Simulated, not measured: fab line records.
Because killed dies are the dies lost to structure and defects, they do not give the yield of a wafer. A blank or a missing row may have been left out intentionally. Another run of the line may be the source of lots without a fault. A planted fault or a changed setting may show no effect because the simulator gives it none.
Lot-split experiment + flow n5-finfet + route with 1938 steps; 7 lots, 21 wafers read

== ABOUT THE SPLIT ==
At N5_SD_ACTIVATION_LSA_01 (time 0.0008 s), the setting temp-c was moved away from the recipe's 1080 C on 4 of the 21 wafers read, by -2.0% to +2.4%. The other wafers ran this setting at the recipe's value.

Split to reading: the file shows no intervening step.

== THE READING ==
Measured at N5_SD_ACTIVATION_RS_MEAS_03 by four-point probe: RS_SD_N, in ohm/sq. A value of 21.79 ohm/sq with a standard deviation of 0.27 ohm/sq is what fault-free wafers of this fab line usually give.

| wafer  | tool, chamber at the split | temp-c as run, C | against the recipe | RS_SD_N, ohm/sq | against lot-mates on the recipe |
|--------|----------------------------|------------------|--------------------|-----------------|---------------------------------|
| L074.3 | laser-anneal-02, 0         | 1080             | recipe             | 22.25           | -                               |
| L074.4 | laser-anneal-02, 0         | 1080             | recipe             | 21.71           | -                               |
| L074.6 | laser-anneal-02, 0         | 1106             | +2.4%              | 19.48           | -2.50                           |
| L076.3 | laser-anneal-02, 0         | 1080             | recipe             | 21.81           | -                               |
| L076.4 | laser-anneal-02, 0         | 1080             | recipe             | 21.72           | -                               |
| L076.6 | laser-anneal-02, 0         | 1080             | recipe             | 21.76           | -                               |
| L081.2 | laser-anneal-01, 0         | 1080             | recipe             | 22.24           | -                               |
| L081.3 | laser-anneal-01, 0         | 1058             | -2.0%              | 24.60           | +2.36                           |
| L081.4 | laser-anneal-01, 0         | 1058             | -2.0%              | 24.67           | +2.43                           |
| L084.3 | laser-anneal-02, 0         | 1080             | recipe             | 21.61           | -                               |
| L084.4 | laser-anneal-02, 0         | 1080             | recipe             | 21.52           | -                               |
| L084.5 | laser-anneal-02, 0         | 1106             | +2.4%              | 18.96           | -2.60                           |
| L094.4 | laser-anneal-02, 0         | 1080             | recipe             | 21.96           | -                               |
| L094.5 | laser-anneal-02, 0         | 1080             | recipe             | 22.06           | -                               |
| L094.6 | laser-anneal-02, 0         | 1080             | recipe             | 21.90           | -                               |
| L095.1 | laser-anneal-01, 0         | 1080             | recipe             | 21.63           | -                               |
| L095.4 | laser-anneal-01, 0         | 1080             | recipe             | 21.97           | -                               |
| L095.5 | laser-anneal-01, 0         | 1080             | recipe             | 21.87           | -                               |
| L096.4 | laser-anneal-02, 0         | 1080             | recipe             | 21.93           | -                               |
| L096.5 | laser-anneal-02, 0         | 1080             | recipe             | 21.52           | -                               |
| L096.6 | laser-anneal-02, 0         | 1080             | recipe             | 21.57           | -                               |

FIT RESULTS
A straight line over all 21 wafers: RS_SD_N changes by -1.21 ohm/sq for each +1% of temp-c; r = -0.98; the points scatter about the line by 0.26 ohm/sq.
The same after taking each lot's own level away (the mean of its wafers on the recipe; 21 wafers): -1.11 ohm/sq for each +1%; r = -0.99; scatter 0.14 ohm/sq.
Per that fit: largest temp-c move, reading shift of 2.7 ohm/sq.
The lots' own levels span 21.565 to 22.240 ohm/sq, that is 2.5 times the standard deviation above.
So the lot-to-lot level changes the slope little: the two slopes agree.
Check: -2.72 ohm/sq against its lot-mates is what the line predicts for one of the wafers moved furthest among these (+2.4%) when that wafer is left out of the fit. It came out at -2.5 ohm/sq against them.
Tool readings at the split's step, against how far the setting was moved: wafer_temp_C_max r = +0.99.

== THE WHOLE CHAIN: every reading that the file lists as answering this split, in the file's order ==
| step                        | what it does                 | reading          | change (the file's fit)              | r (the file's) |
|-----------------------------|------------------------------|------------------|--------------------------------------|----------------|
| N5_SD_ACTIVATION_LSA_01     | time 0.0008 s                | wafer_temp_C_max | withheld for each +1% of the setting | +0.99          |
| N5_SD_ACTIVATION_RS_MEAS_03 | measures by four-point-probe | RS_SD_N          | -1.09 for each +1% of the setting    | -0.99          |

== THE FILE'S OWN FIT ==
RS_SD_N changes by -1.09 ohm/sq for each +1% of temp-c, r = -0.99.
